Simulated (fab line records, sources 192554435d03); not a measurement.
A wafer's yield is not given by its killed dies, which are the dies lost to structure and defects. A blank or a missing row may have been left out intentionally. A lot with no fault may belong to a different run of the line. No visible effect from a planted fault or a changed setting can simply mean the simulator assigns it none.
Chamber matching + flow n5 finfet + N5_BEOL_M5_ALD_86 on ald metal-01: 4 sister chambers
The step deposits TaN, pulse time 2 s, purge time 3 s, co reactant purge time 2 s. 4 wafers are shown with their chamber, then 8 later ones without.

== WAFERS PAIRED WITH THEIR CHAMBERS ==
| wafer  | chamber | heater power outer w (W) |
|--------|---------|--------------------------|
| L074.3 | 3       | 236                      |
| L089.3 | 0       | 229                      |
| L089.6 | 1       | 195                      |
| L094.1 | 2       | 223                      |

== WAFERS WITHOUT THEIR CHAMBER ==
| wafer  | heater power outer w (W) |
|--------|--------------------------|
| L094.2 | 234                      |
| L094.5 | 227                      |
| L093.3 | 222                      |
| L093.4 | 229                      |
| L093.5 | 227                      |
| L097.2 | 235                      |
| L097.3 | 220                      |
| L097.4 | 190                      |

== THE CHAMBER EACH PASSED THROUGH ==
| wafer  | from the rows above     | in truth |
|--------|-------------------------|----------|
| L094.2 | can't be placed: 3 or 0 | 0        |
| L094.5 | can't be placed: 0 or 2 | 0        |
| L093.3 | 2                       | 2        |
| L093.4 | 0                       | 0        |
| L093.5 | can't be placed: 0 or 2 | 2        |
| L097.2 | 3                       | 3        |
| L097.3 | 2                       | 2        |
| L097.4 | 1                       | 1        |
Placed correctly: 5 of 8. From these rows, 3 cannot be placed; in 3 the true chamber is one of the candidates. Number placed wrongly: 0.
How it was worked out, from the rows above alone: a wafer's distance from a chamber is the root of the sum, over the readings, of the square of ((its reading less the chamber's mean) divided by the reading's scatter). If the next closest chamber is less than 2 further off than the closest, the wafer can't be placed; otherwise it belongs to the closest. For every chamber, the mean is computed from those of its wafers that are shown. The scatter: with one shown wafer a chamber, the root of the mean of the squares of how far each hidden wafer lies from its nearest shown one.
